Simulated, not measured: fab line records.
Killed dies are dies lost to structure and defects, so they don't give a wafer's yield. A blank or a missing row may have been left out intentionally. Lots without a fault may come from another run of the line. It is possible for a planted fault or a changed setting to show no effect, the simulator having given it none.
Chamber matching + flow nand_harc + NHARC_P_M2_PRE_CLEAN_32 on pecvd-04 has 3 sister chambers
The step time 12 s. 6 wafers are shown with their chamber, then 9 later ones without.

EACH WAFER AND ITS CHAMBER
| wafer  | chamber | heater_power_outer_w (W) | heater_power_w (W) |
|--------|---------|--------------------------|--------------------|
| L084.6 | 2       | 425                      | 704                |
| L085.2 | 2       | 388                      | 642                |
| L085.6 | 0       | 357                      | 618                |
| L087.1 | 1       | 347                      | 623                |
| L087.5 | 0       | 303                      | 526                |
| L087.6 | 1       | 349                      | 605                |

WAFERS MISSING THEIR CHAMBER
| wafer  | heater_power_outer_w (W) | heater_power_w (W) |
|--------|--------------------------|--------------------|
| L086.1 | 354                      | 620                |
| L086.3 | 355                      | 613                |
| L086.5 | 375                      | 606                |
| L093.2 | 374                      | 627                |
| L093.4 | 338                      | 580                |
| L093.6 | 439                      | 701                |
| L096.2 | 353                      | 613                |
| L096.3 | 338                      | 587                |
| L096.5 | 336                      | 587                |

WHICH CHAMBER EACH WENT THROUGH
| wafer  | from the rows above          | in truth |
|--------|------------------------------|----------|
| L086.1 | can't be placed: 1 or 0      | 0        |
| L086.3 | can't be placed: 1 or 0      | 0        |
| L086.5 | can't be placed: 1 or 0 or 2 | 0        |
| L093.2 | can't be placed: 1 or 2 or 0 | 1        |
| L093.4 | can't be placed: 0 or 1      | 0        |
| L093.6 | 2                            | 2        |
| L096.2 | can't be placed: 1 or 0      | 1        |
| L096.3 | can't be placed: 0 or 1      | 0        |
| L096.5 | can't be placed: 0 or 1      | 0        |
Placed correctly: 1 of 9. Unplaceable from these rows: 8, with the true chamber sitting among the candidates in 8. Wrongly placed: 0.
How it was worked out, from the rows above alone: a wafer's distance from a chamber is the root of the sum, over the readings, of the square of ((its reading less the chamber's mean) divided by the reading's scatter). If the next closest chamber is less than 2 further off than the closest, the wafer can't be placed; otherwise it belongs to the closest. For every chamber, the mean is computed from those of its wafers that are shown. The scatter: take each reading less its chamber's mean, square it, sum over the shown wafers, divide by the number of wafers less the number of chambers, and take the root.
